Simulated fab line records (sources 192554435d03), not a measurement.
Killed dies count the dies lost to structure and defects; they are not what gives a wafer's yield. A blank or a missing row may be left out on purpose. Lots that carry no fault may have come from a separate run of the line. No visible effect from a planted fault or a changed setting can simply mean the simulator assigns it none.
A lot that was struck, set against a sound lot || flow n5Finfet || 14 out of 1938 route steps
Sound: the wafers L716.2, L716.3, L716.6. The struck wafers were L708.1, L708.2, L708.6. At the end, the cause is stated.
For every step that has rows: the tool of each side, followed by ch and its chambers, followed by its first start. Under that, the readings that differ: sound wafers || struck wafers || difference of the means || sigmas: that difference in standard deviations of wafers without a fault.
alike: words and numbers the same on both sides, and readings whose means are apart by under 2 such deviations; not compared: readings that were withheld, readings missing a value for some wafer, numbers with overlapping values and no deviation given by the record, and bounds like >300 which may hide the same value.
A row with sigmas, a row that says differs or no value, or rows on one side alone: a step with any of these is where the two part. Numbers that have no deviation but don't overlap get no sigmas and don't part them. Lack of a reading on every wafer of one side parts them only where that side has two or more wafers.

first, 2 steps without rows for these wafers: N5_FIN_SAQP_PRECLEAN_45 (cleans in dHF, time 10 s); N5_FIN_SAQP_SRD_39 (time 30 s).
N5_FIN_SAQP_OCD_MEAS_76:
  struck on ocd-02, day 5 04:33; sound on ocd-02, day 7 03:14
  alike: trenchDepthNm
N5_FIN_SAQP_INSPECT_40: inspects for defects (brightfield).
  struck on defectInspect-01, day 5 04:35; sound on defectInspect-02, day 7 03:16
  alike: rawDefectCount
then, 8 steps without rows for these wafers: N5_FIN_CUT_COAT_18 (time 60 s, resist thk 230 nm); N5_FIN_CUT_COAT_19 (time 60 s, resist thk 20 nm); N5_FIN_CUT_COAT_29 (time 60 s, resist thk 10 nm); N5_FIN_CUT_COAT_02 (resist thk 30 nm); N5_FIN_CUT_EBR_04; N5_FIN_CUT_SOFTBAKE_03 (time 60 s); N5_FIN_CUT_EXPOSE_05 (exposes mask FIN CUT); N5_FIN_CUT_PEB_06 (peb time 60 s).
N5_FIN_CUT_DEVELOP_07: develop time 30 s.
  struck on lithoTrack-03, day 5 04:49; sound on lithoTrack-04 ch 0, day 7 03:31
  no value came back on the struck wafers for chillPlateTempC (C), developTimeS (s); on the sound wafers chillPlateTempC (C) reads 23.14 23.09 23.03
{"reading": "model.CAR-EUV_of_FIN_CUT_COAT_02.thkNm (nm)", "sound": "29.6 29.6 29.6", "struck": "30 30 30", "difference": "+0", "sigmas": ""}
N5_FIN_CUT_CD_MEAS_08: the cd target is 29.1 nm.
  sound on cdSem-02 ch 0, day 7 03:34; struck on cdSem-03 ch 0, day 5 04:53
{"reading": "cdNm (nm)", "sound": "29.31 28.95 29.39", "struck": "- - -", "difference": "no value on the struck wafers", "sigmas": ""}

WHERE THEY PART
At N5_FIN_CUT_DEVELOP_07 first; at N5_FIN_CUT_CD_MEAS_08 last (within this record only).

WHY: what the simulator had put in
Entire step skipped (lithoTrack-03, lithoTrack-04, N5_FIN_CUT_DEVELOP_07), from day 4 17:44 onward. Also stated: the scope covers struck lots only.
